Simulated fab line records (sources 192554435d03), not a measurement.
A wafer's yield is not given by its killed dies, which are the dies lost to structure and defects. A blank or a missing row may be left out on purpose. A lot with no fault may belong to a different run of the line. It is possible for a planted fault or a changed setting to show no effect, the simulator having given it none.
Comparing a struck lot with a sound one -- flow n5_finfet -- 14 steps out of a route of 1938
Sound: these wafers, L145.1, L145.2, L145.5. Struck: wafer L152.3 (L152.2, L152.6, from the same lot, were not struck and are left out); the cause is given at the end.
Per side, at each step with rows, come the tool, then ch with its chambers, and then its first start. Under that, the readings that differ: sound wafers -- struck wafers -- difference of the means -- sigmas: that difference in standard deviations of wafers without a fault.
alike: same words and numbers on both sides, and readings whose means sit less than 2 such deviations apart. not compared: any withheld reading, any reading some wafer has no value for, any bound like >300 that may hide the same value, and any number with overlapping values for which the record gives no deviation.
The two part at a step that has a row with sigmas, a row that says differs or no value, or rows on one side only. Numbers that don't overlap but have no deviation are shown without sigmas and don't part them. Lack of a reading on every wafer of one side parts them only where that side has two or more wafers.

first, 2 steps without rows for these wafers: N5_BEOL_M1_SPUTTER_92 (material Cu, target thk 4.5 nm, time 8.29 s); N5_BEOL_M1_ANNEAL_93 (time 240 s).
N5_BEOL_M1_SPUTTER_94: material Cu, target thk 4.5 nm, time 8.29 s.
  sound on pvd_sputter-02, day 7 23:17; struck on pvd_sputter-03, day 9 21:30
  alike: chuck_sensor_temp_C, susceptor_temp_C, throttle_valve_pct
N5_BEOL_M1_ANNEAL_95: time 240 s.
  sound on pvd_sputter-02, day 7 23:22; struck on pvd_sputter-03, day 9 21:35
  alike: heater_power_w, susceptor_temp_C
then, 2 steps without rows for these wafers: N5_BEOL_M1_SPUTTER_96 (material Cu, target thk 4.5 nm, time 8.29 s); N5_BEOL_M1_ECD_50 (material Cu, target thk 300 nm).
N5_BEOL_M1_ANNEAL_51: time 90 s.
  sound on rtp_anneal-01 ch 0, day 7 23:42; struck on rtp_anneal-02 ch 0, day 9 21:58
  alike: wafer_temp_C_max
N5_BEOL_M1_CMP_52: polishes, stops on SiOC, t overpolish 6.8 s, target thk 40 nm.
  sound on cmp-04 ch 1,2, day 8 00:00; struck on cmp-02 ch 1, day 9 22:13
reading,sound,struck,difference,sigmas
platen_rpm (rpm),49.95 49.98 50.06,50.07,+0.07,+2
  alike: barrier_field_endpoint_s, clearing_platen_down_force_psi, clearing_platen_rpm, motor_current_A, overpolish_run_s, time_to_endpoint_s
  not compared: pad_life_wafers
then, 1 step without rows for these wafers: N5_BEOL_M1_PRE_CLEAN_60 (time 15 s).
N5_BEOL_M1_CO_CAP_55: material Co, precursor CCTBA/H2, target thk 2 nm, time 102.1 s.
  sound on cvd_co-01 ch 0,1, day 8 00:22; struck on cvd_co-02 ch 0, day 9 22:35
  alike: heater_power_outer_w, heater_power_w, susceptor_temp_C
then, 1 step without rows for these wafers: N5_BEOL_M1_PRE_CLEAN_56 (time 15 s).
N5_BEOL_M1_DEP_57: deposits SiCN from 3MS/NH3, target thk 8 nm, time 14 s.
  sound on pecvd-01 ch 0,1,2, day 8 00:29; struck on pecvd-02 ch 1, day 9 22:42
  alike: showerhead_plenum_p_Torr, throttle_valve_pct
  not compared: model.SiCN_of_BEOL_M1_DEP_57.thk_nm
N5_BEOL_M4_RC_MEAS_101:
  sound on prober-01 ch 0, day 9 07:16; struck on prober-02 ch 0, day 11 12:35
reading,sound,struck,difference,sigmas
DIBL_N (mV/V),37.0 36.6 37.1,32.5,-4.4,-3
ION_N (uA/um),680 679 660,653,-20,-2
SS_N (mV/dec),71.6 71.8 71.5,69.9,-1.7,-3
  alike: DIBL_P, IOFF_N, IOFF_P, ION_P, SS_P, VT_N, VT_P
then, 1 step without rows for these wafers: N5_PASSIVATION_PROBE_49.

## WHERE THEY PART
First at N5_BEOL_M1_CMP_52; last, within this record, at N5_BEOL_M4_RC_MEAS_101.

WHY: the cause the simulator had injected
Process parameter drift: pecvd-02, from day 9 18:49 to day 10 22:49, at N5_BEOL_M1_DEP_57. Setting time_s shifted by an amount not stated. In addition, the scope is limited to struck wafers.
